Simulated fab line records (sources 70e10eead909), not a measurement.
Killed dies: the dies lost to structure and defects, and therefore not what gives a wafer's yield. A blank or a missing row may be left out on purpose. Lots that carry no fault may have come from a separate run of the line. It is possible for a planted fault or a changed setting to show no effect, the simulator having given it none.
Matching of chambers | flow nandHarc | pecvd-01 running NHARC_P_M2_PRE_CLEAN_32: 3 sister chambers
The step time 12 s. 22 wafers are shown with their chamber, then 11 later ones without.

== WAFERS, EACH WITH ITS CHAMBER ==
wafer  | chamber | heaterPowerW (W)
L074.1 | 0       | 717
L074.2 | 1       | 608
L074.3 | 1       | 610
L076.1 | 1       | 637
L076.2 | 0       | 689
L076.3 | 0       | 682
L075.2 | 0       | 681
L075.3 | 1       | 619
L075.5 | 0       | 671
L078.2 | 1       | 579
L078.4 | 1       | 606
L078.5 | 0       | 719
L079.2 | 2       | 688
L079.5 | 1       | 668
L079.6 | 0       | 648
L082.1 | 0       | 699
L082.4 | 0       | 688
L082.5 | 1       | 672
L083.1 | 2       | 714
L083.5 | 1       | 701
L083.6 | 2       | 715
L087.3 | 2       | 753

SIGNATURES (averages over the wafers above)
reading      | chamber 0 | chamber 1 | chamber 2 | scatter within a chamber
heaterPowerW | 688.22    | 633.33    | 717.50    | 31.1
Rule: a wafer lies at a distance from a chamber equal to the root of the sum of squares, over the readings, of (its reading less the chamber's mean, divided by the reading's scatter). If the next closest chamber is less than 2 further off than the closest, the wafer can't be placed; otherwise it belongs to the closest. The scatter: the root of (the sum of the squares of (reading less its chamber's mean) over the shown wafers, divided by (wafers less chambers)).

== WAFERS WHOSE CHAMBER IS MISSING ==
wafer  | heaterPowerW (W)
L087.5 | 716
L087.6 | 733
L088.3 | 691
L088.5 | 690
L088.6 | 712
L090.1 | 613
L090.4 | 712
L090.5 | 657
L093.1 | 686
L093.3 | 664
L093.6 | 685

== WHICH CHAMBER EACH ONE RAN IN ==
wafer  | from the rows above          | in truth
L087.5 | can't be placed: 2 or 0      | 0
L087.6 | can't be placed: 2 or 0      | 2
L088.3 | can't be placed: 0 or 2 or 1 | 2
L088.5 | can't be placed: 0 or 2 or 1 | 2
L088.6 | can't be placed: 2 or 0      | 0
L090.1 | can't be placed: 1 or 0      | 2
L090.4 | can't be placed: 2 or 0      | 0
L090.5 | can't be placed: 1 or 0 or 2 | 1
L093.1 | can't be placed: 0 or 2 or 1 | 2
L093.3 | can't be placed: 0 or 1 or 2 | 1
L093.6 | can't be placed: 0 or 2 or 1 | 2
Correctly placed: 0 of 11. Not placeable from these rows: 11 (in 10, the candidates include the true chamber). Wrongly placed: 0.
